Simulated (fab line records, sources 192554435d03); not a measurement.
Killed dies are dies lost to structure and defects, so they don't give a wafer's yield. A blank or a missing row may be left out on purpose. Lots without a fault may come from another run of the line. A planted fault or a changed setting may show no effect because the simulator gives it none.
Chamber matching | flow n5_finfet | N5_BEOL_M1_DEP_57 on pecvd-04: 3 sister chambers
The step deposits SiCN from 3MS/NH3, target thk 8 nm, time 14 s. 14 wafers are shown with their chamber, then 7 later ones without.

WAFERS WITH THEIR CHAMBER
wafer  | chamber | showerhead_plenum_p_Torr (Torr) | throttle_valve_pct (%)
L075.3 | 0       | 3.672                           | 8.3
L075.4 | 0       | 3.670                           | 8.5
L075.6 | 1       | 3.652                           | 8.8
L081.2 | 1       | 3.644                           | 8.8
L081.4 | 2       | 3.651                           | 8.5
L081.6 | 0       | 3.678                           | 8.5
L086.3 | 2       | 3.648                           | 8.7
L086.4 | 2       | 3.654                           | 8.5
L086.5 | 1       | 3.648                           | 9.0
L087.2 | 1       | 3.657                           | 8.9
L087.4 | 1       | 3.657                           | 9.0
L087.5 | 0       | 3.669                           | 8.3
L088.1 | 0       | 3.669                           | 8.3
L088.2 | 1       | 3.644                           | 8.7

SIGNATURES (means of the wafers above)
reading                  | chamber 0 | chamber 1 | chamber 2 | scatter within a chamber
showerhead_plenum_p_Torr | 3.67160   | 3.65033   | 3.65100   | 0.00479
throttle_valve_pct       | 8.380     | 8.867     | 8.567     | 0.116
Rule: a wafer's distance from a chamber is the root of the sum, over the readings, of the square of ((its reading less the chamber's mean) divided by the reading's scatter). The wafer belongs to the nearest chamber; if the next one is less than 2 further off, it can't be placed. The scatter: the root of (the sum of the squares of (reading less its chamber's mean) over the shown wafers, divided by (wafers less chambers)).

WAFERS WITHOUT THEIR CHAMBER
wafer  | showerhead_plenum_p_Torr (Torr) | throttle_valve_pct (%)
L088.3 | 3.651                           | 9.0
L094.1 | 3.658                           | 9.0
L094.4 | 3.669                           | 8.5
L094.5 | 3.665                           | 8.7
L095.1 | 3.651                           | 8.6
L095.3 | 3.681                           | 8.6
L095.5 | 3.665                           | 8.2

WHICH CHAMBER EACH WENT THROUGH
wafer  | from the rows above          | in truth
L088.3 | 1                            | 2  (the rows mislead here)
L094.1 | 1                            | 1
L094.4 | 0                            | 0
L094.5 | can't be placed: 0 or 2 or 1 | 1
L095.1 | 2                            | 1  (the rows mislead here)
L095.3 | 0                            | 0
L095.5 | 0                            | 0
Placed correctly: 4 of 7. Can't be placed from these rows: 1 (the true chamber is among the candidates in 1). Placed wrongly: 2.
